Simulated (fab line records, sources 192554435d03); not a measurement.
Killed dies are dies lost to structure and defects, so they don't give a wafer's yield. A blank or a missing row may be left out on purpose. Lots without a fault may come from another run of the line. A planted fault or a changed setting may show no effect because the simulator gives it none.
Chamber matching | flow n5_finfet | N5_BEOL_M1_STRIP_19 on rie_diel-01: 4 sister chambers
The step strips in O2. 4 wafers are shown with their chamber, then 11 later ones without.

WAFERS WITH THEIR CHAMBER
wafer  | chamber | drypump_motor_current_A (A)
L088.1 | 1       | 5.5
L088.5 | 3       | 5.2
L088.6 | 2       | 5.3
L093.1 | 0       | 6.8

WAFERS WITHOUT THEIR CHAMBER
wafer  | drypump_motor_current_A (A)
L093.2 | 5.2
L093.3 | 5.3
L093.4 | 5.5
L093.5 | 5.4
L093.6 | 5.2
L095.4 | 6.7
L095.5 | 5.5
L095.6 | 5.3
L097.1 | 5.2
L097.3 | 5.3
L097.4 | 6.7

WHICH CHAMBER EACH WENT THROUGH
wafer  | from the rows above          | in truth
L093.2 | can't be placed: 3 or 2      | 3
L093.3 | can't be placed: 2 or 3      | 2
L093.4 | 1                            | 1
L093.5 | can't be placed: 1 or 2 or 3 | 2
L093.6 | can't be placed: 3 or 2      | 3
L095.4 | 0                            | 0
L095.5 | 1                            | 1
L095.6 | can't be placed: 2 or 3      | 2
L097.1 | can't be placed: 3 or 2      | 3
L097.3 | can't be placed: 2 or 3      | 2
L097.4 | 0                            | 0
Placed correctly: 4 of 11. Can't be placed from these rows: 7 (the true chamber is among the candidates in 7). Placed wrongly: 0.
How it was worked out, from the rows above alone: a wafer's distance from a chamber is the root of the sum, over the readings, of the square of ((its reading less the chamber's mean) divided by the reading's scatter). The wafer belongs to the nearest chamber; if the next one is less than 2 further off, it can't be placed. A chamber's mean is the mean of its shown wafers. The scatter: with one shown wafer a chamber, the root of the mean of the squares of how far each hidden wafer lies from its nearest shown one.
